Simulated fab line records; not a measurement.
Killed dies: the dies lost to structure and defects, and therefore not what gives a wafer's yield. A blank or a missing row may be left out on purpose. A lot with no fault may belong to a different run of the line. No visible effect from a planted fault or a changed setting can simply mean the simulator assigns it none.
A struck lot beside a sound one ; flow n5_finfet ; 18 steps out of a route of 1938
Sound: the wafers L199.1, L199.2, L199.6. Wafers L196.1, L196.2, L196.6 were the ones struck. The cause comes at the end.
Order at every step that has rows: each side's tool, ch and its chambers, its first start. Under that, the readings that differ: sound wafers ; struck wafers ; difference of the means ; sigmas: that difference in standard deviations of wafers without a fault.
alike: a reading whose means differ by less than 2 such deviations, as well as words and numbers matching on both sides. not compared: withheld readings; readings where some wafer has no value; bounds like >300 that might hide an equal value; numbers whose values overlap and for which the record gives no deviation.
The two part at a step that has a row with sigmas, a row that says differs or no value, or rows on one side only. Numbers that have no deviation but don't overlap get no sigmas and don't part them. A reading missing from all wafers of one side parts the sides only when that side holds two or more wafers.

N5_BEOL_M4_RC_MEAS_101:
  sound on prober-01 ch 0, day 11 19:35; struck on prober-02 ch 0, day 11 14:33
  alike: DIBL_N, DIBL_P, IOFF_N, IOFF_P, ION_N, ION_P, SS_N, SS_P, VT_N, VT_P
N5_BEOL_M5_ILD_DEP_00: deposits SiCOH lowk from DEMS/porogen, target thk 140.64 nm, time 25.9 s.
  sound on pecvd-03 ch 0,1, day 11 20:33; struck on pecvd-03 ch 0,1,2, day 11 15:31
  alike: heater_power_w, showerhead_plenum_p_Torr, showerhead_vpp_V, throttle_valve_pct
N5_BEOL_M5_CURE_79: cures SiCOH lowk, time 240 s.
  sound on uv_cure-02 ch 2, day 11 20:37; struck on uv_cure-01 ch 0, day 11 15:34
  alike: lamp_power_pct, wafer_temp_C_max
N5_BEOL_M5_THK_MEAS_01:
  sound on film_metro-02 at day 11 21:07; struck on film_metro-01 at day 11 16:05
  alike: M5_ILD_THK
N5_BEOL_M5_PECVD_70: deposits SiO2 from TEOS/O2, target thk 16 nm, time 18 s.
  sound on pecvd-03 ch 0,1, day 11 21:10; struck on pecvd-03 ch 1,2, day 11 16:07
  alike: heater_power_w, showerhead_plenum_p_Torr, showerhead_vpp_V, throttle_valve_pct
N5_BEOL_M5_HM_DEP_02: deposits TiN, target thk 20 nm.
  sound on pvd_sputter-02 at day 12 00:25; struck on pvd_sputter-01 at day 11 16:11
  alike: throttle_valve_pct
then, 6 steps without rows for these wafers: N5_BEOL_M5_COAT_59 (time 60 s, resist thk 60 nm); N5_BEOL_M5_COAT_60 (time 60 s, resist thk 12 nm); N5_BEOL_M5_COAT_71 (time 60 s, resist thk 5 nm); N5_BEOL_M5_COAT_05 (resist thk 30 nm); N5_BEOL_M5_EBR_07; N5_BEOL_M5_SOFTBAKE_06 (time 60 s).
N5_BEOL_M5_EXPOSE_08: exposes mask M5, target cd 28 nm.
  sound on euv_scanner-02 ch 0, day 12 00:41; struck on euv_scanner-01 ch 0, day 11 16:34
reading;sound;struck;difference;sigmas
model.BEOL_M5.overlay_x_nm (nm);0.4 0.4 0.4;7.6 7.6 7.6;+7.2;
  alike: mask
then, 2 steps without rows for these wafers: N5_BEOL_M5_PEB_09 (peb time 60 s); N5_BEOL_M5_DEVELOP_10 (develop time 30 s).
N5_BEOL_M5_CD_MEAS_11 targets a cd of 27.74 nm.
  sound on cd_sem-03 ch 0, day 12 00:49; struck on cd_sem-03 ch 0, day 11 16:42
  alike: cd_nm
N5_BEOL_M5_OVL_MEAS_12:
  sound on overlay-01 ch 0, day 12 00:50; struck on overlay-02 ch 0, day 11 16:44
reading;sound;struck;difference;sigmas
M5_OVL (nm);-0.1 -0.1 0.8;8.1 7.5 7.1;+7.4;+11
N5_BEOL_M5_INSPECT_13: inspects for defects (brightfield).
  sound on defect_inspect-01 at day 12 00:54; struck on defect_inspect-02 at day 11 16:48
  alike: raw_defect_count

## WHERE THEY PART
N5_BEOL_M5_OVL_MEAS_12 only, going by this record. Later steps at which nothing parts them and some readings are alike: N5_BEOL_M5_INSPECT_13.

WHY: the cause the simulator had injected
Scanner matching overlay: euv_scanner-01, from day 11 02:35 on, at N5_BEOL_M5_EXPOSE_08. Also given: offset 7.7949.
